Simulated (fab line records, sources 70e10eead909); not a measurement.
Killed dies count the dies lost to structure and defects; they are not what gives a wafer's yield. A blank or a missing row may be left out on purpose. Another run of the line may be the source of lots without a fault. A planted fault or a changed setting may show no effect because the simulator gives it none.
Which tool is to blame? | flow nand_harc | 36 wafers from 12 lots sampled at 5 of the route's 1302 steps

WHAT THE GAUGES READ, wafer by wafer
NHARC_P_GATE_CD_MEAS_59: target cd 720 nm.
lot  | measured     | on        | cd_nm (nm)
L166 | day 5 20:06  | cd_sem-01 | 717.0 719.8 720.5
L165 | day 5 20:28  | cd_sem-02 | 723.2 720.3 721.9
L168 | day 6 23:53  | cd_sem-01 | 719.5 722.0 720.0
L169 | day 7 09:19  | cd_sem-03 | 719.8 716.1 719.3
L170 | day 7 19:30  | cd_sem-02 | 737.6 736.6 738.4
L171 | day 8 08:35  | cd_sem-03 | 718.1 715.9 718.6
L172 | day 8 17:19  | cd_sem-03 | 723.5 713.6 720.3
L180 | day 11 22:08 | cd_sem-02 | 717.4 718.8 719.9
L183 | day 13 02:57 | cd_sem-03 | 721.3 717.9 720.6
L184 | day 13 15:31 | cd_sem-01 | 719.2 723.3 715.9
L185 | day 14 06:47 | cd_sem-01 | 719.4 720.5 719.8
L188 | day 15 01:08 | cd_sem-01 | 722.3 719.3 720.5

NHARC_P_GATE_CD_MEAS_91: target cd 2000 nm.
lot  | measured     | on        | cd_nm (nm)
L166 | day 5 21:49  | cd_sem-01 | 1998.2 2002.2 1999.2
L165 | day 5 22:10  | cd_sem-03 | 2002.6 1998.2 1998.0
L168 | day 7 01:44  | cd_sem-01 | 1996.8 2000.9 1997.1
L169 | day 7 11:02  | cd_sem-03 | 2000.1 1999.7 2003.2
L170 | day 7 21:14  | cd_sem-02 | 1999.3 1997.6 2002.1
L171 | day 8 10:20  | cd_sem-02 | 2001.8 2002.1 2003.5
L172 | day 8 18:54  | cd_sem-03 | 1999.8 1997.8 2000.3
L180 | day 11 23:50 | cd_sem-02 | 1996.0 1997.2 1999.1
L183 | day 13 04:32 | cd_sem-03 | 1999.0 1997.4 2002.2
L184 | day 13 17:08 | cd_sem-03 | 1993.7 2000.6 1993.8
L185 | day 14 08:29 | cd_sem-03 | 2000.3 2000.6 1998.4
L188 | day 15 02:43 | cd_sem-01 | 2002.6 1997.5 2000.8

EACH LOT AND THE TOOL THAT RAN IT (in order: tool; ch and the chambers of the sampled wafers; start)
lot  | NHARC_P_GATE_DEP_103            | NHARC_P_GATE_STRIP_111               | NHARC_P_GATE_EXPOSE_56
L166 | pecvd-04 ch 1,2, day 5 05:32    | plasma_asher-02 ch 0,1, day 5 18:58  | krf_scanner-03 ch 0, day 5 19:57
L165 | pecvd-04 ch 0,2, day 5 05:56    | plasma_asher-02 ch 0,1, day 5 19:20  | krf_scanner-02 ch 0, day 5 20:19
L168 | pecvd-02 ch 0,1, day 6 09:41    | plasma_asher-01 ch 0,1, day 6 22:42  | krf_scanner-02 ch 0, day 6 23:44
L169 | pecvd-02 ch 0,1,2, day 6 19:26  | plasma_asher-01 ch 1, day 7 08:16    | krf_scanner-02 ch 0, day 7 09:10
L170 | pecvd-01 ch 1,2, day 7 05:07    | plasma_asher-02 ch 0,1, day 7 18:20  | krf_scanner-03 ch 0, day 7 19:21
L171 | pecvd-01 ch 0,1,2, day 7 18:01  | plasma_asher-02 ch 0,1, day 8 07:22  | krf_scanner-02 ch 0, day 8 08:26
L172 | pecvd-02 ch 0,1, day 8 03:03    | plasma_asher-01 ch 1, day 8 16:13    | krf_scanner-02 ch 0, day 8 17:10
L180 | pecvd-01 ch 0,1,2, day 11 07:50 | plasma_asher-02 ch 0,1, day 11 21:04 | krf_scanner-01 ch 0, day 11 21:59
L183 | pecvd-02 ch 0,1,2, day 12 12:29 | plasma_asher-01 ch 0,1, day 13 01:46 | krf_scanner-02 ch 0, day 13 02:48
L184 | pecvd-02 ch 0,1,2, day 12 22:56 | plasma_asher-01 ch 0,1, day 13 14:18 | krf_scanner-03 ch 0, day 13 15:22
L185 | pecvd-01 ch 1,2, day 13 16:20   | plasma_asher-01 ch 0,1, day 14 05:33 | krf_scanner-03 ch 0, day 14 06:37
L188 | pecvd-02 ch 0,1, day 14 10:53   | plasma_asher-01 ch 0,1, day 15 00:07 | krf_scanner-02 ch 0, day 15 00:59
- NHARC_P_GATE_DEP_103: deposits SiON, target thk 30 nm.
- NHARC_P_GATE_STRIP_111: strips in N2/H2, time 250 s.
- NHARC_P_GATE_EXPOSE_56: exposes mask P PSD, target cd 720 nm.

WHAT THE TOOLS THEMSELVES READ (means of the sampled wafers that have a number; where no wafer has one, the mark that the record gives instead)
NHARC_P_GATE_DEP_103.
lot  | tool     | heater_power_outer_w (W) | heater_power_w (W) | susceptor_temp_C (C)
L166 | pecvd-04 | 370                      | 659                | 400.14
L165 | pecvd-04 | 464                      | 763                | 400.07
L168 | pecvd-02 | 496                      | 722                | 400.20
L169 | pecvd-02 | 499                      | 752                | 400.09
L170 | pecvd-01 | 426                      | 677                | 399.99
L171 | pecvd-01 | 426                      | 728                | 399.92
L172 | pecvd-02 | 461                      | 699                | 399.96
L180 | pecvd-01 | 477                      | 788                | 399.94
L183 | pecvd-02 | 532                      | 796                | 400.07
L184 | pecvd-02 | 529                      | 778                | 399.76
L185 | pecvd-01 | 470                      | 755                | 399.97
L188 | pecvd-02 | 450                      | 669                | 399.75

NHARC_P_GATE_STRIP_111.
lot  | tool            | drypump_motor_current_A (A) | heater_power_w (W) | temp_c (C)
L166 | plasma_asher-02 | 6.3                         | 77                 | 109.97
L165 | plasma_asher-02 | 6.3                         | 78                 | 110.08
L168 | plasma_asher-01 | 4.9                         | 87                 | 109.90
L169 | plasma_asher-01 | 4.7                         | 92                 | 109.98
L170 | plasma_asher-02 | 6.3                         | 79                 | 110.00
L171 | plasma_asher-02 | 6.3                         | 78                 | 110.03
L172 | plasma_asher-01 | 4.7                         | 89                 | 109.98
L180 | plasma_asher-02 | 6.3                         | 83                 | 110.00
L183 | plasma_asher-01 | 5.1                         | 79                 | 110.06
L184 | plasma_asher-01 | 5.1                         | 79                 | 110.27
L185 | plasma_asher-01 | 4.9                         | 85                 | 109.90
L188 | plasma_asher-01 | 4.9                         | 85                 | 110.13

NHARC_P_GATE_EXPOSE_56.
lot  | tool           | focus_offset_nm (nm)
L166 | krf_scanner-03 | -0.6
L165 | krf_scanner-02 | -0.2
L168 | krf_scanner-02 | -0.3
L169 | krf_scanner-02 | -0.2
L170 | krf_scanner-03 | -0.8
L171 | krf_scanner-02 | 0.0
L172 | krf_scanner-02 | -1.0
L180 | krf_scanner-01 | 0.1
L183 | krf_scanner-02 | 0.1
L184 | krf_scanner-03 | -0.4
L185 | krf_scanner-03 | 0.3
L188 | krf_scanner-02 | -0.5

THE ANSWER, worked out from the rows above alone
Rule: usual is defined by the lots themselves. Put in order of their means at a reading, lots are off if they are a third of the lots or fewer, leave a main group of 4 or more, and stand apart from it by a gap of 3 or more times the standard deviation of the main group's means; of several such gaps the widest counts. A main group is skipped when, at the precision printed for the reading in the tables above, its means are all equal. A lot without any number at a reading at which 4 lots or more have one is off too. All remaining lots with rows at the step are treated as sound. First the gauges in route order, then the tools' own readings, where a lot's mean is used as printed above. The first step at which some lot is off is used, and at that step the reading that is off furthest; a lot without a number counts as furthest.
Off: L170 (NHARC_P_GATE_CD_MEAS_59, cd_nm). The main group: mean 719.6 nm, standard deviation 1.1.
A tool fits if, at a process step before that reading, it ran every lot that is off, and no sound lot after the first of them. Gauges at NHARC_P_GATE_CD_MEAS_59: tried the same way as those tools. No candidate that was tried fits.

WHAT THE SIMULATOR PUT IN
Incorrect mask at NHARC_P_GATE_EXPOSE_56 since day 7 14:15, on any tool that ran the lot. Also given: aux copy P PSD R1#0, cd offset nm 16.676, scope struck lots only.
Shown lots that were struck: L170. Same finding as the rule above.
